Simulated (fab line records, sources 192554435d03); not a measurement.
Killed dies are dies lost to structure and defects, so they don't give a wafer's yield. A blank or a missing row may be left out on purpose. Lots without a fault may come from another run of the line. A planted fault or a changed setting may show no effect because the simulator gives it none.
Chamber matching | flow n5_finfet | N5_FIN_SAQP_HM_DEP_03 on pecvd-02: 3 sister chambers
The step deposits SiNx from SiH4/NH3/N2, target thk 38 nm, time 33.6 s. 3 wafers are shown with their chamber, then 8 later ones without.

WAFERS WITH THEIR CHAMBER
wafer  | chamber | showerhead_plenum_p_Torr (Torr)
L079.4 | 1       | 5.07
L086.4 | 2       | 5.19
L087.1 | 0       | 5.10

WAFERS WITHOUT THEIR CHAMBER
wafer  | showerhead_plenum_p_Torr (Torr)
L087.2 | 5.06
L087.3 | 5.19
L087.4 | 5.04
L087.5 | 5.10
L087.6 | 5.18
L088.1 | 5.04
L088.3 | 5.10
L088.6 | 5.06

WHICH CHAMBER EACH WENT THROUGH
wafer  | from the rows above     | in truth
L087.2 | can't be placed: 1 or 0 | 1
L087.3 | 2                       | 2
L087.4 | can't be placed: 1 or 0 | 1
L087.5 | can't be placed: 0 or 1 | 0
L087.6 | 2                       | 2
L088.1 | can't be placed: 1 or 0 | 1
L088.3 | can't be placed: 0 or 1 | 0
L088.6 | can't be placed: 1 or 0 | 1
Placed correctly: 2 of 8. Can't be placed from these rows: 6 (the true chamber is among the candidates in 6). Placed wrongly: 0.
How it was worked out, from the rows above alone: a wafer's distance from a chamber is the root of the sum, over the readings, of the square of ((its reading less the chamber's mean) divided by the reading's scatter). The wafer belongs to the nearest chamber; if the next one is less than 2 further off, it can't be placed. A chamber's mean is the mean of its shown wafers. The scatter: with one shown wafer a chamber, the root of the mean of the squares of how far each hidden wafer lies from its nearest shown one.
